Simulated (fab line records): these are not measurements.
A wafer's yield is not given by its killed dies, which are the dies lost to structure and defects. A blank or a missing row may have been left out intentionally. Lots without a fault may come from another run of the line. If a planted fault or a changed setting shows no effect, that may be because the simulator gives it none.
Struck lot and sound lot, side by side + flow nand_harc + 18 steps out of a route of 1159
Sound: the wafers L192.1, L192.2, L192.5. Wafers struck: L198.3, L198.4, L198.5. At the end, the cause is stated.
Order at every step that has rows: each side's tool, ch and its chambers, its first start. Under that, the readings that differ: sound wafers + struck wafers + difference of the means + sigmas: that difference in standard deviations of wafers without a fault.
alike: readings whose means differ by less than 2 such deviations, and words and numbers that are the same on both sides. not compared: withheld readings, readings that some wafer has no value for, bounds like >300 that may hide the same value, and numbers for which the record gives no deviation and whose values overlap.
Wherever a step has rows on one side only, a row that says differs or no value, or a row with sigmas, the two part there. When numbers do not overlap yet have no deviation, they are printed without sigmas and do not part them. A reading missing from all wafers of one side parts the sides only when that side holds two or more wafers.

NHARC_P_ZERO_WELL_CD_MEAS_11: target cd 500 nm.
  sound on cd_sem-03 ch 0, day 1 19:17; struck on cd_sem-01 ch 0, day 3 07:15
  alike: cd_nm
then, 1 step without rows for these wafers: NHARC_P_ZERO_WELL_HARDBAKE_12 (time 65 s).
NHARC_P_ZERO_WELL_DESCUM_13: chemistry O2, time 3 s.
  sound on rie_diel-06 ch 1,3, day 1 19:26; struck on rie_diel-12 ch 1,2,3, day 3 07:25
  alike: drypump_motor_current_A, oes_product_au, rf_vpp_V, showerhead_plenum_p_Torr, throttle_valve_pct
  not compared: rf_hours_counter_h
NHARC_P_ZERO_WELL_ETCH_65: etches the open film in N2/H2, target depth 80 nm, overetch 24 nm, time 87.88 s.
  sound on rie_diel-06 ch 1,2,3, day 1 19:31; struck on rie_diel-12 ch 0,1,2, day 3 07:29
  alike: drypump_motor_current_A, n2_flow_sccm, oes_product_au, rf_vpp_V, showerhead_plenum_p_Torr, throttle_valve_pct
  not compared: rf_hours_counter_h
NHARC_P_ZERO_WELL_ETCH_62: etches the open film in CHF3/Ar, target depth 13 nm, time 6.5 s.
  sound on rie_diel-06 ch 1,2,3; struck on rie_diel-12 ch 0,2,3
| reading               | sound             | struck            | difference | sigmas |
|-----------------------|-------------------|-------------------|------------|--------|
| oes_product_au (a.u.) | 0.920 0.913 0.924 | 0.966 0.962 0.970 | +0.047     | +2     |
  alike: drypump_motor_current_A, rf_vpp_V, showerhead_plenum_p_Torr, throttle_valve_pct
  not compared: rf_hours_counter_h
NHARC_P_ZERO_WELL_ETCH_63: etches the open film in HBr/Cl2, target depth 120 nm, time 40.1 s.
  sound on rie_si-06 ch 1,2,3, day 1 19:41; struck on rie_si-03 ch 0,1,3, day 3 07:40
  alike: drypump_motor_current_A, oes_product_au, throttle_valve_pct
  not compared: rf_hours_counter_h
then, 6 steps without rows for these wafers: NHARC_P_ZERO_WELL_STRIP_15 (strips in SPM, time 900 s); NHARC_P_ZERO_WELL_DEHYDRATE_16 (time 120 s); NHARC_P_ZERO_WELL_HMDS_17 (time 30 s); NHARC_P_ZERO_WELL_COAT_18; NHARC_P_ZERO_WELL_SOFTBAKE_19 (time 95 s); NHARC_P_ZERO_WELL_EBR_20.
NHARC_P_ZERO_WELL_EXPOSE_21: exposes mask P NWELL, target cd 720 nm.
  sound on krf_scanner-02 ch 0, day 1 20:28; struck on krf_scanner-01 ch 0, day 3 08:26
| reading | sound                         | struck                        | difference | sigmas |
|---------|-------------------------------|-------------------------------|------------|--------|
| mask    | P_NWELL#0 P_NWELL#0 P_NWELL#0 | P_PWELL#0 P_PWELL#0 P_PWELL#0 | differs    |        |
  alike: stage_vel_mm_s
then, 2 steps without rows for these wafers: NHARC_P_ZERO_WELL_PEB_22 (peb time 85 s); NHARC_P_ZERO_WELL_DEVELOP_23 (time 70 s).
NHARC_P_ZERO_WELL_CD_MEAS_24: target cd 720 nm.
  sound on cd_sem-03 ch 0, day 1 20:37; struck on cd_sem-01 ch 0, day 3 08:35
| reading    | sound             | struck | difference                    | sigmas |
|------------|-------------------|--------|-------------------------------|--------|
| cd_nm (nm) | 720.3 722.7 719.8 | - - -  | no value on the struck wafers |        |
then, 1 step without rows for these wafers: NHARC_P_ZERO_WELL_HARDBAKE_25 (time 80 s).
-- record jumps: 18 days between struck wafers' starts before vs after; left off in module P_ZERO_WELL, resumes in module END, first step shown is number 1159 of the route --
NHARC_END_SORT_01:
  here the record holds rows for the struck wafers (prober-02 ch 0, day 21 04:07) but none for the sound ones

## WHERE THEY PART
Earliest at NHARC_P_ZERO_WELL_ETCH_62; latest, in this record, at NHARC_END_SORT_01.

WHY: the cause the simulator had injected
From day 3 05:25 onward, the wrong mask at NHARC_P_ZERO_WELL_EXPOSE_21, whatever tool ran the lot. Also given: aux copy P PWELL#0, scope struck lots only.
